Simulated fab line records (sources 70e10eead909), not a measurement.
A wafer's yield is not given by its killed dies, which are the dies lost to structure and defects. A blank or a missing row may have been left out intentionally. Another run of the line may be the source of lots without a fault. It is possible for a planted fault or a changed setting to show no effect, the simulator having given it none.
Chamber matching | flow nand-harc | 4 sister chambers for NHARC_A_BONDPAD_DESCUM_11 on rie-diel-01
The step chemistry O2, time 3 s. 14 wafers are shown with their chamber, then 7 later ones without.

== WAFERS, EACH WITH ITS CHAMBER ==
wafer  | chamber | drypump-motor-current-A (A) | oes-product-au (a.u.) | throttle-valve-pct (%)
L689.1 | 3       | 5.3                         | 0.999                 | 11.313
L689.2 | 1       | 6.3                         | 1.004                 | 11.326
L689.4 | 2       | 5.2                         | 1.011                 | 11.300
L688.3 | 0       | 5.1                         | 1.002                 | 11.322
L688.4 | 3       | 5.3                         | 0.996                 | 11.297
L688.6 | 3       | 5.3                         | 0.996                 | 11.316
L690.1 | 3       | 5.3                         | 0.993                 | 11.307
L690.2 | 0       | 5.1                         | 1.013                 | 11.310
L690.3 | 2       | 5.3                         | 1.002                 | 11.305
L691.2 | 2       | 5.2                         | 0.998                 | 11.304
L691.4 | 3       | 5.3                         | 0.992                 | 11.310
L691.6 | 3       | 5.3                         | 0.993                 | 11.311
L696.4 | 0       | 5.1                         | 1.016                 | 11.309
L696.5 | 2       | 5.2                         | 1.006                 | 11.318

SIGNATURES (averages over the wafers above)
reading                 | chamber 0 | chamber 1 | chamber 2 | chamber 3 | scatter within a chamber
drypump-motor-current-A | 5.100     | 6.300     | 5.225     | 5.300     | 0.0274
oes-product-au          | 1.01033   | 1.00400   | 1.00425   | 0.99483   | 0.00486
throttle-valve-pct      | 11.31367  | 11.32600  | 11.30675  | 11.30900  | 0.00711
Rule: a wafer lies at a distance from a chamber equal to the root of the sum of squares, over the readings, of (its reading less the chamber's mean, divided by the reading's scatter). The wafer belongs to the nearest chamber; if the next one is less than 2 further off, it can't be placed. The scatter: the root of (the sum of the squares of (reading less its chamber's mean) over the shown wafers, divided by (wafers less chambers)).

== WAFERS WHOSE CHAMBER IS MISSING ==
wafer  | drypump-motor-current-A (A) | oes-product-au (a.u.) | throttle-valve-pct (%)
L696.6 | 6.4                         | 1.001                 | 11.323
L697.2 | 5.2                         | 1.013                 | 11.313
L697.3 | 6.3                         | 1.010                 | 11.317
L697.5 | 5.3                         | 1.000                 | 11.326
L700.3 | 5.1                         | 1.015                 | 11.318
L700.4 | 5.2                         | 0.988                 | 11.309
L700.5 | 5.1                         | 1.024                 | 11.322

== CHAMBER TAKEN BY EACH ==
wafer  | from the rows above     | in truth
L696.6 | 1                       | 1
L697.2 | can't be placed: 2 or 0 | 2
L697.3 | 1                       | 1
L697.5 | can't be placed: 3 or 2 | 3
L700.3 | 0                       | 0
L700.4 | can't be placed: 2 or 3 | 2
L700.5 | 0                       | 0
4 of 7 placed correctly. From these rows, 3 cannot be placed; in 3 the true chamber is one of the candidates. 0 placed wrongly.
